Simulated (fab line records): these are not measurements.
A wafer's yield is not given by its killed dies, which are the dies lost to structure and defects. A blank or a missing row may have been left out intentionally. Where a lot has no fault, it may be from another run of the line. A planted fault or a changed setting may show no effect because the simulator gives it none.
Shared-tool check    flow n5Finfet    11 lots, 29 wafers sampled

## REASON FOR OPENING
Flagged at N5_FIN_SAQP_THK_MEAS_07: reading thkNm, on 2 of 11 lots. Fault-free wafers read 60.0 nm, with a standard deviation of 1.
Rule: a lot is flagged when every wafer of it that has a number lies more than 4 standard deviations from that mean, or none has a number. The rest of the lots are taken to be sound.

lot   measured     on            thkNm (nm), wafer by wafer  flag
L922  day 2 17:01  filmMetro-02  60.2 59.6 60.1              
L926  day 3 15:18  filmMetro-02  60.7 58.6 60.7              
L928  day 4 03:17  filmMetro-01  58.9 58.6 61.3              
L929  day 4 09:25  filmMetro-01  59.7 61.3 62.4              
L930  day 4 15:03  filmMetro-02  82.8                        FLAGGED
L933  day 5 11:04  filmMetro-01  81.4                        FLAGGED
L936  day 6 03:03  filmMetro-01  58.7 60.0 59.9              
L937  day 6 10:40  filmMetro-01  60.7 62.0 60.3              
L938  day 6 15:29  filmMetro-02  58.8 58.7 60.0              
L941  day 7 09:23  filmMetro-02  57.6 58.4 59.5              
L942  day 7 18:14  filmMetro-01  58.4 59.9 60.3              
On average the flagged lots' numbers are 82.1 nm, which is +22.1 nm against the usual, or +22 standard deviations.

## WHICH TOOL RAN EACH LOT
The record holds 3 process steps before the reading, out of a route of 1938 steps. Each cell gives the tool, then ch followed by the chambers the sampled wafers passed through, then the start.
lot   flag     N5_FIN_SAQP_DENSIFY_62          N5_FIN_SAQP_PECVD_48            N5_FIN_SAQP_PECVD_06
L922           rtpAnneal-02 ch 0, day 2 16:31  pecvd-01 ch 0,1,2, day 2 16:53  pecvd-01 ch 0,1,2, day 2 16:56
L926           rtpAnneal-02 ch 0, day 3 14:49  pecvd-04 ch 0,2, day 3 15:10    pecvd-04 ch 0,2, day 3 15:13
L928           rtpAnneal-01 ch 0, day 4 02:46  pecvd-01 ch 0,1,2, day 4 03:09  pecvd-01 ch 0,1,2, day 4 03:11
L929           rtpAnneal-02 ch 0, day 4 08:50  pecvd-01 ch 0,1, day 4 09:14    pecvd-01 ch 0,1, day 4 09:17
L930  FLAGGED  rtpAnneal-02 ch 0, day 4 14:32  pecvd-01 ch 1, day 4 14:53      pecvd-01 ch 1, day 4 14:58
L933  FLAGGED  rtpAnneal-01 ch 0, day 5 10:32  pecvd-01 ch 1, day 5 10:56      pecvd-01 ch 1, day 5 10:59
L936           rtpAnneal-02 ch 0, day 6 02:36  pecvd-03 ch 0,1,2, day 6 02:55  pecvd-03 ch 0,1,2, day 6 02:58
L937           rtpAnneal-02 ch 0, day 6 10:13  pecvd-04 ch 0,1, day 6 10:32    pecvd-04 ch 0,1, day 6 10:34
L938           rtpAnneal-01 ch 0, day 6 14:56  pecvd-04 ch 1,2, day 6 15:22    pecvd-04 ch 1,2, day 6 15:24
L941           rtpAnneal-01 ch 0, day 7 08:40  pecvd-04 ch 1,2, day 7 09:01    pecvd-04 ch 1,2, day 7 09:04
L942           rtpAnneal-01 ch 0, day 7 17:46  pecvd-03 ch 0,1,2, day 7 18:07  pecvd-03 ch 0,1,2, day 7 18:09
These steps, and what they do:
- N5_FIN_SAQP_DENSIFY_62: time 60 s.
- N5_FIN_SAQP_PECVD_48: deposits SiNx from SiH4/NH3/N2, target thk 25 nm, time 22.1 s.
- N5_FIN_SAQP_PECVD_06: deposits a-Si from SiH4/He, target thk 60 nm, time 48.1 s.
- N5_FIN_SAQP_THK_MEAS_07

## FLAGGED OVER TOTAL, TOOL BY TOOL (the gauges that took the reading come last)
step                     tool          lots run  flagged  share of the flagged lots  sound lots run after its first flagged lot
N5_FIN_SAQP_DENSIFY_62   rtpAnneal-01  5         1        some                       3 (L938,L941,L942)
N5_FIN_SAQP_DENSIFY_62   rtpAnneal-02  6         1        some                       2 (L936,L937)
N5_FIN_SAQP_PECVD_48     pecvd-01      5         2        all                        0
N5_FIN_SAQP_PECVD_48     pecvd-03      2         0        none                       -
N5_FIN_SAQP_PECVD_48     pecvd-04      4         0        none                       -
N5_FIN_SAQP_PECVD_06     pecvd-01      5         2        all                        0
N5_FIN_SAQP_PECVD_06     pecvd-03      2         0        none                       -
N5_FIN_SAQP_PECVD_06     pecvd-04      4         0        none                       -
N5_FIN_SAQP_THK_MEAS_07  filmMetro-01  6         1        some                       3 (L936,L937,L942)
N5_FIN_SAQP_THK_MEAS_07  filmMetro-02  5         1        some                       2 (L938,L941)

## WHAT IS ALLOWED BY THE TABLE
pecvd-01 at N5_FIN_SAQP_PECVD_48 and pecvd-01 at N5_FIN_SAQP_PECVD_06 are the 2 rows of the table that ran each flagged lot.
- pecvd-01 at N5_FIN_SAQP_PECVD_48: 2 of its 5 lots flagged. A fault beginning between L929 (day 4 09:14), its last sound lot, and L930 (day 4 14:53), its first flagged one, fits the data.
- pecvd-01 at N5_FIN_SAQP_PECVD_06: 2 of its 5 lots flagged. A fault beginning between L929 (day 4 09:17), its last sound lot, and L930 (day 4 14:58), its first flagged one, fits the data.
Just one tool remains: pecvd-01 at N5_FIN_SAQP_PECVD_48 and N5_FIN_SAQP_PECVD_06.

## WHAT THE SIMULATOR HAD PUT IN
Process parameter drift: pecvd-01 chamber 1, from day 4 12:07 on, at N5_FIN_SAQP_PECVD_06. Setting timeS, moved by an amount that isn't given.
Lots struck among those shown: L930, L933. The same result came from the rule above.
